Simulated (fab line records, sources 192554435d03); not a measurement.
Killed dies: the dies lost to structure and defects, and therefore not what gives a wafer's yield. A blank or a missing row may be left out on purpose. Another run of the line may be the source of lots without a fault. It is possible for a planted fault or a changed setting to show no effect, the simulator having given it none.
Problem report, 8D (eight disciplines) form, completed by code :: flow n5-finfet :: the parts of the form that need people (team, actions taken, sign-off) are left out

## 1. WHAT WENT WRONG
raw-defect-count at N5_BEOL_M1_INSPECT_59 reads a mean of 546 on 3 wafers of 3 lots; wafers without a fault read 77 with a standard deviation of 26. That puts it +18 standard deviations away from the usual mean.
The step: inspects for defects (darkfield).
The first sign was on wafer L115.4 at day 8 07:37, on defect-inspect-01. The record holds 24 wafers of 8 lots with a number at this step. Rule for "out", or "out of limits": more than 4 standard deviations from the usual mean. The other wafers with a number count as sound.

## 2. WHAT IT IS AND WHAT IT IS NOT
question: which readings at this step
is: raw-defect-count
is not: -

question: which lots
is: L115, L116, L117
is not: L126, L127, L128, L129, L130

question: which wafers of those lots
is: L115.4, L116.2, L117.4
is not: L115.2, L115.3, L116.3, L116.6, L117.1, L117.5

question: read on which gauges
is: defect-inspect-01, defect-inspect-02
is not: -

question: when
is: from day 8 07:37
is not: up to then (2 sound wafers); but 19 sound wafers of L116, L117, L126, L127, L128, L129, L130 came after

## 3. WHAT RULES OUT EACH SUSPECT
Counting: any tool at a process step up to the reading remains a suspect provided it ran every lot that is out. Sound lots after the first of them don't rule it out here, since some wafers of a struck lot are sound.
- ruled out: the gauge at N5_BEOL_M1_INSPECT_59. The wafers that are out were read on 2 gauges (defect-inspect-01, defect-inspect-02).
- cmp-02 at N5_BEOL_M1_CMP_52 (polishes, stops on SiOC, t overpolish 6.8 s, target thk 40 nm): kept. It ran every lot that is out, first L115 (day 8 07:04).
- Within cmp-02 at N5_BEOL_M1_CMP_52: the wafers that are out ran in chamber 1; their sound lot-mates ran in chambers 0, 2, 3.
Left after counting: cmp-02 at N5_BEOL_M1_CMP_52.

## 4. THE CAUSE (what the simulator had put in)
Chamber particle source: cmp-02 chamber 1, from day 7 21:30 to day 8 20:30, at N5_BEOL_M1_CMP_52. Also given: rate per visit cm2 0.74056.
After counting, this tool was the only one left.

## 5. THE CHAIN OF EFFECTS, in route order
Each row: a reading whose mean over the struck wafers that have a number lies more than 3 standard deviations from the usual. Only readings whose record carries a usual standard deviation are examined. hours: median over the lots of the time between each lot's start at the first step of this table that gives one and its start at this step. sigmas: the change, counted in usual standard deviations.
hours: 0
step: N5_BEOL_M1_INSPECT_59
reading: raw-defect-count
usual: 77
on struck wafers: 546
change: +469
sigmas: +18

hours: 1
step: N5_BEOL_M2_INSPECT_13
reading: raw-defect-count
usual: 436
on struck wafers: 911
change: +475
sigmas: +4.8

hours: 3
step: N5_BEOL_M2_INSPECT_30
reading: raw-defect-count
usual: 439
on struck wafers: 928
change: +489
sigmas: +4.4

hours: 130
step: N5_PASSIVATION_PROBE_49
reading: defect-limited-yield
usual: 91.4 %
on struck wafers: 59.0
change: -32.4
sigmas: -23

hours: 130
step: N5_PASSIVATION_PROBE_49
reading: killed_at_M0_to_M3
usual: 34
on struck wafers: 407
change: +373
sigmas: +42

hours: 130
step: N5_PASSIVATION_PROBE_49
reading: killed-dies
usual: 102
on struck wafers: 484
change: +382
sigmas: +24

hours: 130
step: N5_PASSIVATION_PROBE_49
reading: killed-on-rim
usual: 13
on struck wafers: 62
change: +49
sigmas: +12

hours: 130
step: N5_PASSIVATION_PROBE_49
reading: sort_bin_5_function
usual: 5.1 %
on struck wafers: 25.0
change: +19.9
sigmas: +22

hours: 130
step: N5_PASSIVATION_PROBE_49
reading: sort_bin_6_memory
usual: 3.2 %
on struck wafers: 13.8
change: +10.6
sigmas: +17

hours: 130
step: N5_PASSIVATION_PROBE_49
reading: sort-n-pass
usual: 1078
on struck wafers: 696
change: -382
sigmas: -24

hours: 130
step: N5_PASSIVATION_PROBE_49
reading: sort-yield-pct
usual: 91.3 %
on struck wafers: 59.0
change: -32.3
sigmas: -23
Here are the process steps it includes:
- N5_PASSIVATION_PROBE_49
Later measuring or inspecting steps at which every struck wafer that the step has a row for has a number for every such reading, and none has moved that far: N5_BEOL_M4_RC_MEAS_101.

## 6. HOW IT WOULD HAVE BEEN CAUGHT EARLIER
Counted from the fault's start at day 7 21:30, it took 10 hours until the first out-of-limits reading at a measuring or inspecting step in this record, taken at day 8 07:37.
Tool readings at N5_BEOL_M1_CMP_52 with a usual standard deviation given in the record: none out on any struck wafer, hence no alarm at a limit of 4 standard deviations on them.
Lots out: 3; of these, L116, L117 started N5_BEOL_M1_CMP_52 on cmp-02 after day 8 07:37. A hold on the tool at that time would have spared those 2.
